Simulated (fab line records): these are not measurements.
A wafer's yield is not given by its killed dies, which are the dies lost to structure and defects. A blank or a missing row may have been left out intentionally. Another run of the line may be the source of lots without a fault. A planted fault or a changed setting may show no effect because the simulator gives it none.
Which tool is to blame? :: flow nandHarc :: 12 lots, 36 wafers sampled, at 1 step of a route of 1302

WHAT THE GAUGES READ, wafer by wafer
NHARC_P_GATE_CD_MEAS_11: the cd target is 1640 nm. Usual: cdNm reads 1640.0 nm (standard deviation 1.9).
lot: L533
measured: day 4 13:55
on: cdSem-02
cdNm (nm): 1640.8 1639.5 1641.4
flag: 

lot: L534
measured: day 4 21:50
on: cdSem-01
cdNm (nm): 1640.0 1639.7 1641.5
flag: 

lot: L537
measured: day 6 03:45
on: cdSem-02
cdNm (nm): 1638.8 1637.6 1640.9
flag: 

lot: L538
measured: day 6 12:24
on: cdSem-01
cdNm (nm): 1639.2 1639.4 1640.3
flag: 

lot: L539
measured: day 6 21:26
on: cdSem-01
cdNm (nm): 1641.6 1640.8 1641.3
flag: 

lot: L547
measured: day 10 09:08
on: cdSem-02
cdNm (nm): 1641.5 1642.6 1639.5
flag: 

lot: L548
measured: day 11 02:16
on: cdSem-03
cdNm (nm): 1640.6 1641.2 1637.4
flag: 

lot: L550
measured: day 11 14:58
on: cdSem-02
cdNm (nm): 1638.5 1640.1 1642.0
flag: 

lot: L553
measured: day 12 22:47
on: cdSem-02
cdNm (nm): 1640.0 1642.6 1639.9
flag: 

lot: L554
measured: day 13 07:56
on: cdSem-02
cdNm (nm): 1638.0 1637.9 1637.4
flag: 

lot: L555
measured: day 13 07:58
on: cdSem-03
cdNm (nm): 1641.2 1639.3 1638.8
flag: 

lot: L556
measured: day 13 21:33
on: cdSem-03
cdNm (nm): 1638.9 1642.7 1639.9
flag: 

TOOL THAT RAN EACH LOT (tool first, then ch and the chambers of the sampled wafers, then the start)
Record: no process step prior to these readings.

WHAT THE TOOLS THEMSELVES READ (means of the sampled wafers that have a number; where no wafer has one, the mark that the record gives instead)
The record holds no such reading with a usual standard deviation.

THE ANSWER, worked out from the rows above alone
Rule: a lot is off if the mean of its wafers that have a number lies more than 3 standard deviations from the usual mean. A lot without any number at a reading at which 4 lots or more have one is off too. The other lots that the step has rows for count as sound. After the gauges, taken in route order, come the tools' own readings; for these a lot's mean is taken, as printed above. The first step at which some lot is off is used, and at that step the reading that is off furthest; a lot without a number counts as furthest.
No lot is off on any of the readings shown, so nothing can be concluded from this.

WHAT THE SIMULATOR PUT IN
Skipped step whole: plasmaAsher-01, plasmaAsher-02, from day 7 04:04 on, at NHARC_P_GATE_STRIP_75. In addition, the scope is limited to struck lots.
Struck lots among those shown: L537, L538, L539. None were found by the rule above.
